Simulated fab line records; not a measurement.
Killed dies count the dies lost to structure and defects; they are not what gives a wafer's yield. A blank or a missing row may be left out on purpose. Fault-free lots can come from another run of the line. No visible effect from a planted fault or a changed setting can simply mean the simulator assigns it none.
Split-lot study || flow n5-finfet || on a route of 1938 steps: 7 lots, 21 wafers read

THE SPLIT ITSELF
At N5_BEOL_M15_TRENCH_ETCH_34 (etches SiO2 in C4F8/O2/Ar, target depth 872.93 nm, time 199 s), the setting time-s was moved away from the recipe's 199 s on 9 of the 21 wafers read, by -17.5% to +9.9%. This setting was run at the recipe's value on the other wafers.

FROM THE SPLIT TO THE READING: what the file shows between them, 7 steps
- N5_BEOL_M15_STRIP_36: strips in O2
- N5_BEOL_M15_ECD_47: material Cu, target thk 1860 nm
- N5_BEOL_M15_ANNEAL_48: time 90 s
- N5_BEOL_M15_CMP_49: polishes, stops on SiO2, t overpolish 4.9 s, target thk 850 nm
- N5_BEOL_M15_THK_MEAS_50: measures by xrf
- N5_BEOL_M15_PRE_CLEAN_52: time 15 s
- N5_BEOL_M15_DEP_53: deposits SiCN from 3MS/NH3, target thk 50 nm, time 17.8 s

THE READING
At N5_BEOL_M15_RS_MEAS_54, a four-point-probe measurement gives M15_RS in ohm/sq. Typical for fault-free wafers on this fab line: 0.02162 ohm/sq, with standard deviation 0.00027 ohm/sq.

{"wafer": "L078.2", "tool, chamber at the split": "rie-diel-03, 3", "time-s as run, s": 199, "against the recipe": "recipe", "M15_RS, ohm/sq": 0.02183, "against lot-mates on the recipe": "-"}
{"wafer": "L078.3", "tool, chamber at the split": "rie-diel-03, 2", "time-s as run, s": 218.8, "against the recipe": "+9.9%", "M15_RS, ohm/sq": 0.01948, "against lot-mates on the recipe": -0.00235}
{"wafer": "L078.5", "tool, chamber at the split": "rie-diel-03, 3", "time-s as run, s": 218.8, "against the recipe": "+9.9%", "M15_RS, ohm/sq": 0.01989, "against lot-mates on the recipe": -0.00194}
{"wafer": "L081.1", "tool, chamber at the split": "rie-diel-06, 3", "time-s as run, s": 176.2, "against the recipe": "-11.5%", "M15_RS, ohm/sq": 0.0242, "against lot-mates on the recipe": "+0.00251"}
{"wafer": "L081.2", "tool, chamber at the split": "rie-diel-06, 1", "time-s as run, s": 199, "against the recipe": "recipe", "M15_RS, ohm/sq": 0.02141, "against lot-mates on the recipe": "-"}
{"wafer": "L081.4", "tool, chamber at the split": "rie-diel-06, 0", "time-s as run, s": 199, "against the recipe": "recipe", "M15_RS, ohm/sq": 0.02196, "against lot-mates on the recipe": "-"}
{"wafer": "L084.1", "tool, chamber at the split": "rie-diel-01, 3", "time-s as run, s": 199, "against the recipe": "recipe", "M15_RS, ohm/sq": 0.02085, "against lot-mates on the recipe": "-"}
{"wafer": "L084.3", "tool, chamber at the split": "rie-diel-01, 0", "time-s as run, s": 175.8, "against the recipe": "-11.7%", "M15_RS, ohm/sq": 0.02397, "against lot-mates on the recipe": "+0.00312"}
{"wafer": "L084.6", "tool, chamber at the split": "rie-diel-01, 3", "time-s as run, s": 175.8, "against the recipe": "-11.7%", "M15_RS, ohm/sq": 0.0238, "against lot-mates on the recipe": "+0.00295"}
{"wafer": "L090.1", "tool, chamber at the split": "rie-diel-03, 2", "time-s as run, s": 199, "against the recipe": "recipe", "M15_RS, ohm/sq": 0.02145, "against lot-mates on the recipe": "-"}
{"wafer": "L090.3", "tool, chamber at the split": "rie-diel-03, 0", "time-s as run, s": 164.2, "against the recipe": "-17.5%", "M15_RS, ohm/sq": 0.02647, "against lot-mates on the recipe": "+0.00502"}
{"wafer": "L090.5", "tool, chamber at the split": "rie-diel-03, 2", "time-s as run, s": 164.2, "against the recipe": "-17.5%", "M15_RS, ohm/sq": 0.02636, "against lot-mates on the recipe": "+0.00491"}
{"wafer": "L087.1", "tool, chamber at the split": "rie-diel-06, 3", "time-s as run, s": 199, "against the recipe": "recipe", "M15_RS, ohm/sq": 0.0215, "against lot-mates on the recipe": "-"}
{"wafer": "L087.3", "tool, chamber at the split": "rie-diel-06, 1", "time-s as run, s": 199, "against the recipe": "recipe", "M15_RS, ohm/sq": 0.02165, "against lot-mates on the recipe": "-"}
{"wafer": "L087.4", "tool, chamber at the split": "rie-diel-06, 0", "time-s as run, s": 199, "against the recipe": "recipe", "M15_RS, ohm/sq": 0.02221, "against lot-mates on the recipe": "-"}
{"wafer": "L089.1", "tool, chamber at the split": "rie-diel-03, 3", "time-s as run, s": 211.8, "against the recipe": "+6.4%", "M15_RS, ohm/sq": 0.02085, "against lot-mates on the recipe": -0.00111}
{"wafer": "L089.2", "tool, chamber at the split": "rie-diel-03, 0", "time-s as run, s": 211.8, "against the recipe": "+6.4%", "M15_RS, ohm/sq": 0.02048, "against lot-mates on the recipe": -0.00148}
{"wafer": "L089.3", "tool, chamber at the split": "rie-diel-03, 1", "time-s as run, s": 199, "against the recipe": "recipe", "M15_RS, ohm/sq": 0.02196, "against lot-mates on the recipe": "-"}
{"wafer": "L094.3", "tool, chamber at the split": "rie-diel-03, 0", "time-s as run, s": 199, "against the recipe": "recipe", "M15_RS, ohm/sq": 0.02174, "against lot-mates on the recipe": "-"}
{"wafer": "L094.5", "tool, chamber at the split": "rie-diel-03, 0", "time-s as run, s": 199, "against the recipe": "recipe", "M15_RS, ohm/sq": 0.02176, "against lot-mates on the recipe": "-"}
{"wafer": "L094.6", "tool, chamber at the split": "rie-diel-03, 3", "time-s as run, s": 199, "against the recipe": "recipe", "M15_RS, ohm/sq": 0.02203, "against lot-mates on the recipe": "-"}

FIT RESULTS
A straight line over all 21 wafers: M15_RS changes by -0.000228 ohm/sq for each +1% of time-s; r = -0.97; the points scatter about the line by 0.00043 ohm/sq.
The same after taking each lot's own level away (the mean of its wafers on the recipe; 21 wafers): -0.000254 ohm/sq for each +1%; r = -0.99; scatter 0.0003 ohm/sq.
According to that fit, moving time-s by its largest amount changes the reading by 0.0044 ohm/sq.
The lots' own levels span 0.020850 to 0.021960 ohm/sq, that is 4.1 times the standard deviation above.
So the slope is not independent of the lot-to-lot level: the two fits are not the same.
Check: with one of the wafers moved furthest among these (-17.5%) left out of the fit, the line predicts +0.00439 ohm/sq for it against its lot-mates. It came out at +0.00502 ohm/sq against them.

THE WHOLE CHAIN: every reading that the file lists as answering this split, in the file's order
{"step": "N5_BEOL_M15_TRENCH_ETCH_34", "what it does": "etches SiO2 in C4F8/O2/Ar, target depth 872.93 nm, time 199 s", "reading": "etch.depth-nm (the simulator's own value, which no gauge read)", "change (the file's fit)": "+8.76 nm for each +1% of the setting", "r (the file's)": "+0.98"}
{"step": "N5_BEOL_M15_TRENCH_ETCH_34", "what it does": "etches SiO2 in C4F8/O2/Ar, target depth 872.93 nm, time 199 s", "reading": "coat_of_BEOL_M15_COAT_22.thk-nm (the simulator's own value, which no gauge read)", "change (the file's fit)": "-1.84 nm for each +1% of the setting", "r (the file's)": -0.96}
{"step": "N5_BEOL_M15_CMP_49", "what it does": "polishes, stops on SiO2, t overpolish 4.9 s, target thk 850 nm", "reading": "Cu_of_BEOL_M15_ECD_47.thk-nm (the simulator's own value, which no gauge read)", "change (the file's fit)": "+8.74 nm for each +1% of the setting", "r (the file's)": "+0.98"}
{"step": "N5_BEOL_M15_THK_MEAS_50", "what it does": "measures by xrf", "reading": "M15_THK", "change (the file's fit)": "+8.6 for each +1% of the setting", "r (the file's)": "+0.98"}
{"step": "N5_BEOL_M15_RS_MEAS_54", "what it does": "measures by four-point-probe", "reading": "M15_RS", "change (the file's fit)": "-0.000253 for each +1% of the setting", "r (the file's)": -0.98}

THE FILE'S OWN FIT
M15_RS changes by -0.000253 ohm/sq for each +1% of time-s, r = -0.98.
